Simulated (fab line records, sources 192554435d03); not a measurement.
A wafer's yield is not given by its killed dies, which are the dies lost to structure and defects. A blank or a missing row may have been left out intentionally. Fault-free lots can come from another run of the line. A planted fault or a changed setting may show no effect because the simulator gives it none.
Struck lot and sound lot, side by side || flow n5_finfet || 40 steps out of a route of 1938
Sound: the wafers L993.1, L993.3, L993.5. Struck: wafer L977.5. (L977.1, L977.4 of the same lot were not struck and are left out.) The cause comes at the end.
Each step with rows lists, per side, the tool, then ch with its chambers, then its first start. Under that, the readings that differ: sound wafers || struck wafers || difference of the means || sigmas: that difference in standard deviations of wafers without a fault.
alike: readings with means less than 2 such deviations apart, plus words and numbers identical on both sides. not compared: withheld readings, readings lacking a value on some wafer, bounds such as >300 that could conceal the same value, and numbers that have no deviation in the record and whose values overlap.
Wherever a step has rows on one side only, a row that says differs or no value, or a row with sigmas, the two part there. Numbers that don't overlap but have no deviation are shown without sigmas and don't part them. Lack of a reading on every wafer of one side parts them only where that side has two or more wafers.

first, 11 steps without rows for these wafers: N5_BEOL_M3_ANNEAL_89 (time 240 s); N5_BEOL_M3_SPUTTER_90 (material Cu, target thk 4.5 nm, time 8.29 s); N5_BEOL_M3_ANNEAL_91 (time 240 s); N5_BEOL_M3_SPUTTER_92 (material Cu, target thk 4.5 nm, time 8.29 s); N5_BEOL_M3_ANNEAL_93 (time 240 s); N5_BEOL_M3_SPUTTER_94 (material Cu, target thk 4.5 nm, time 8.29 s); N5_BEOL_M3_ANNEAL_95 (time 240 s); N5_BEOL_M3_SPUTTER_96 (material Cu, target thk 4.5 nm, time 8.29 s); N5_BEOL_M3_ECD_50 (material Cu, target thk 300 nm); N5_BEOL_M3_ANNEAL_51 (time 90 s); N5_BEOL_M3_CMP_52 (polishes, stops on SiOC, t overpolish 6.8 s, target thk 40 nm).
N5_BEOL_M3_PRE_CLEAN_60: time 15 s.
  sound on cvd_co-01 ch 1,2, day 13 00:57; struck on cvd_co-01 ch 0, day 8 23:20
  alike: heater_power_w
then, 3 steps without rows for these wafers: N5_BEOL_M3_CO_CAP_55 (material Co, precursor CCTBA/H2, target thk 2 nm, time 102.1 s); N5_BEOL_M3_PRE_CLEAN_56 (time 15 s); N5_BEOL_M3_DEP_57 (deposits SiCN from 3MS/NH3, target thk 8 nm, time 14 s).
N5_BEOL_M3_INSPECT_59: inspects for defects (darkfield).
  sound on defect_inspect-01 at day 13 01:12; struck on defect_inspect-02 at day 8 23:36
{"reading": "raw_defect_count", "sound": "46 61 76", "struck": 566, "difference": "+505", "sigmas": "+21"}
then, 12 steps without rows for these wafers: N5_BEOL_M4_ILD_DEP_00 (deposits SiOC from DEMS/O2, target thk 79 nm, time 15.3 s); N5_BEOL_M4_PECVD_72 (deposits SiO2 from TEOS/O2, target thk 16 nm, time 18 s); N5_BEOL_M4_HM_DEP_02 (deposits TiN, target thk 20 nm); N5_BEOL_M4_COAT_61 (time 60 s, resist thk 60 nm); N5_BEOL_M4_COAT_62 (time 60 s, resist thk 12 nm); N5_BEOL_M4_COAT_73 (time 60 s, resist thk 5 nm); N5_BEOL_M4_COAT_05 (resist thk 30 nm); N5_BEOL_M4_EBR_07; N5_BEOL_M4_SOFTBAKE_06 (time 60 s); N5_BEOL_M4_EXPOSE_08 (exposes mask M4); N5_BEOL_M4_PEB_09 (peb time 60 s); N5_BEOL_M4_DEVELOP_10 (develop time 30 s).
N5_BEOL_M4_INSPECT_13: inspects for defects (brightfield).
  sound on defect_inspect-02 at day 13 03:32; struck on defect_inspect-01 at day 9 00:36
{"reading": "raw_defect_count", "sound": "326 706 454", "struck": 868, "difference": "+373", "sigmas": "+4"}
then, 8 steps without rows for these wafers: N5_BEOL_M4_DESCUM_16 (chemistry O2, time 7 s); N5_BEOL_M4_ETCH_74 (etches underlayer in N2/H2, target depth 6.5 nm, time 5.2 s); N5_BEOL_M4_ETCH_63 (etches SiARC in CF4, target depth 15.6 nm, time 26 s); N5_BEOL_M4_ETCH_64 (etches SOC in N2/H2, target depth 75 nm, overetch 22.5 nm, time 121.9 s); N5_BEOL_M4_STRIP_65 (strips in N2/H2); N5_BEOL_M4_STRIP_75 (strips in N2/H2); N5_BEOL_M4_STRIP_66 (strips in CF4); N5_BEOL_M4_HM_OPEN_17 (chemistry Cl2/BCl3, target TiN, target depth 20 nm, overetch 6 nm).
N5_BEOL_M4_INSPECT_30: inspects for defects (brightfield).
  sound on defect_inspect-02 at day 13 04:25; struck on defect_inspect-01 at day 9 01:28
{"reading": "raw_defect_count", "sound": "315 705 446", "struck": 881, "difference": "+392", "sigmas": "+4"}
N5_BEOL_M4_RC_MEAS_101:
  sound on prober-02 ch 0, day 13 15:05; struck on prober-01 ch 0, day 9 09:37
{"reading": "SS_N (mV/dec)", "sound": "71.2 70.7 71.4", "struck": 72.2, "difference": "+1.1", "sigmas": "+2"}
  alike: DIBL_N, DIBL_P, IOFF_N, IOFF_P, ION_N, ION_P, SS_P, VT_N, VT_P
-- record jumps: 4 days separate the struck wafers' starts on either side; left off in module BEOL_M4, taken up again in module PASSIVATION, whose first shown step is the route's number 1936 --
N5_PASSIVATION_PROBE_49:
  only the struck wafers here have rows in the record (prober-01, day 13 14:32); the sound ones have none

== WHERE THEY PART ==
Earliest at N5_BEOL_M3_INSPECT_59; latest, in this record, at N5_PASSIVATION_PROBE_49.

WHY: what the simulator had put in
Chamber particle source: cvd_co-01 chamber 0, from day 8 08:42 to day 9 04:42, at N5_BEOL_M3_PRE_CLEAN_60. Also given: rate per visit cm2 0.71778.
